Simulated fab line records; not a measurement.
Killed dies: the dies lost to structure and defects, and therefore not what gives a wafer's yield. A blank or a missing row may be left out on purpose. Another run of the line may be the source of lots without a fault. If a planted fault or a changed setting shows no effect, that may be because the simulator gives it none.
Problem report, 8D (eight disciplines) form, completed by code :: flow n5_finfet :: the parts of the form that need people (team, actions taken, sign-off) are left out

## 1. THE PROBLEM
barrier_field_endpoint_s at N5_BEOL_M1_CMP_52 reads a mean of 20.7 s on 2 wafers of 2 lots; wafers without a fault read 24.9 s with a standard deviation of 0.56. That is -7.5 standard deviations from the usual mean.
The step: polishes, stops on SiOC, t overpolish 6.8 s, target thk 40 nm.
Seen first at day 9 13:01 on cmp-02, wafer L631.2. Wafers with a number at this step in the record: 26, from 10 lots. Rule for "out" (also "out of limits"): further than 4 standard deviations from the usual mean. All remaining wafers that have a number are taken as sound.

## 2. WHAT IT IS AND WHAT IT IS NOT
question: which readings at this step
is: barrier_field_endpoint_s
is not: motor_current_A

question: which lots
is: L631, L632
is not: L621, L624, L625, L626, L628, L630, L639, L642

question: which wafers of those lots
is: L631.2, L632.2
is not: L631.1, L632.6

question: read on which tools
is: cmp-02
is not: cmp-03, cmp-04

question: when
is: from day 9 13:01
is not: up to then (17 sound wafers); but 7 sound wafers of L632, L639, L642 came after

## 3. WHAT RULES OUT EACH SUSPECT
Counting: a tool at a process step up to the reading stays a suspect if it ran every lot that is out. Sound lots after the first of them don't rule it out here, since some wafers of a struck lot are sound.
- pecvd-02 at N5_BEOL_M1_PECVD_72 (deposits SiO2 from TEOS/O2, target thk 16 nm, time 18 s): kept. Ran every lot that is out, first one L631 (day 9 02:41); last sound lot up to then L628 (day 8 09:30).
- pvd_sputter-01 at N5_BEOL_M1_ANNEAL_93 (time 240 s): kept. Ran every lot that is out, first one L631 (day 9 12:10); last sound lot up to then L621 (day 7 01:00).
- cmp-02 at N5_BEOL_M1_CMP_52 (polishes, stops on SiOC, t overpolish 6.8 s, target thk 40 nm): kept. Ran every lot that is out, first one L631 (day 9 13:01); last sound lot up to then L628 (day 9 01:10). On those wafers its own readings are out: barrier_field_endpoint_s.
- Within cmp-02 at N5_BEOL_M1_CMP_52: the wafers that are out ran in chambers 1, 2; their sound lot-mates ran in chamber 3.
pecvd-02 at N5_BEOL_M1_PECVD_72, pvd_sputter-01 at N5_BEOL_M1_ANNEAL_93 and cmp-02 at N5_BEOL_M1_CMP_52 are what is left after counting.

## 4. THE CAUSE (what the simulator had put in)
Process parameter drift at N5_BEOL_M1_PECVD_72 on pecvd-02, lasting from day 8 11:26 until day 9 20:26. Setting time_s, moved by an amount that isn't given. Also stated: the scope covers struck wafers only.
Counting left 3 suspects, and this tool is among them.

## 5. THE EFFECT CHAIN, in route order
Rows list readings where the struck wafers' mean (over those with a number) sits beyond 3 standard deviations from the usual. Only readings whose record carries a usual standard deviation are examined. hours: median over the lots of the time between each lot's start at the first step of this table that gives one and its start at this step. sigmas: the change, counted in usual standard deviations.
hours: 0
step: N5_BEOL_M1_CMP_52
reading: barrier_field_endpoint_s
usual: 24.9 s
on struck wafers: 20.7
change: -4.2
sigmas: -7.5
The process steps in it:
- N5_BEOL_M1_CMP_52: polishes, stops on SiOC, t overpolish 6.8 s, target thk 40 nm.
Later steps that measure or inspect, where all struck wafers having a row at the step show a number for every such reading and not one has moved that far: N5_BEOL_M4_RC_MEAS_101.

## 6. HOW IT WOULD HAVE BEEN CAUGHT EARLIER
The fault began at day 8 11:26; the first out-of-limits reading in this record came at day 9 13:01, 26 hours later.
No tool reading at N5_BEOL_M1_PECVD_72 that has a usual standard deviation in the record was out on any struck wafer, so an alarm limit of 4 standard deviations on those readings would not have fired.
All the lots that are out (2) had begun N5_BEOL_M1_PECVD_72 on pecvd-02 by day 9 13:01. Tool hold at that time: it would have spared none of them.
